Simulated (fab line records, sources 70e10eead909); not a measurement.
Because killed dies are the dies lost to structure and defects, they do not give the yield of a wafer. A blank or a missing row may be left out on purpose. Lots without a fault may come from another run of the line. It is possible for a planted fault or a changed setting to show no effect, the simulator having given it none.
Which tool did it? ; flow nand_harc ; at 1 step of a route of 1159, 12 lots with 36 wafers sampled

## WHAT EACH GAUGE READ, for each wafer
NHARC_P_ZERO_WELL_CD_MEAS_24: target cd 720 nm.
lot;measured;on;cd_nm (nm)
L075;day 1 20:43;cd_sem-02;717.0 718.2 720.0
L077;day 2 08:40;cd_sem-01;717.5 720.1 723.2
L079;day 2 20:30;cd_sem-01;717.5 720.2 717.9
L081;day 3 08:28;cd_sem-01;718.8 720.5 721.9
L083;day 3 20:28;cd_sem-01;719.2 718.4 717.9
L085;day 4 08:20;cd_sem-02;722.7 718.2 723.6
L087;day 4 20:35;cd_sem-03;721.1 722.0 722.1
L089;day 5 08:28;cd_sem-03;725.0 720.9 722.9
L091;day 5 20:58;cd_sem-02;716.8 716.0 718.1
L093;day 6 08:33;cd_sem-01;721.4 722.4 720.8
L095;day 6 20:29;cd_sem-02;718.0 720.8 719.5
L097;day 7 08:33;cd_sem-01;724.6 720.4 723.9

## TOOL THAT RAN EACH LOT (tool first, then ch and the chambers of the sampled wafers, then the start)
The record holds no process step before these readings.

## THE ANSWER, worked out from the rows above alone
Rule: usual is defined by the lots themselves. The widest of any qualifying gaps counts: lots, ordered by their means at a reading, are off when they make up no more than a third of the lots, leave a main group of 4 or more, and stand apart from it by 3 or more times the standard deviation of that group's means. A main group whose means are all the same, to the digits that the tables above print for the reading, isn't used. A lot without any number at a reading at which 4 lots or more have one is off too. All remaining lots with rows at the step are treated as sound.
None of the lots is off at any reading shown; this tells nothing.

## WHAT HAD BEEN PUT IN BY THE SIMULATOR
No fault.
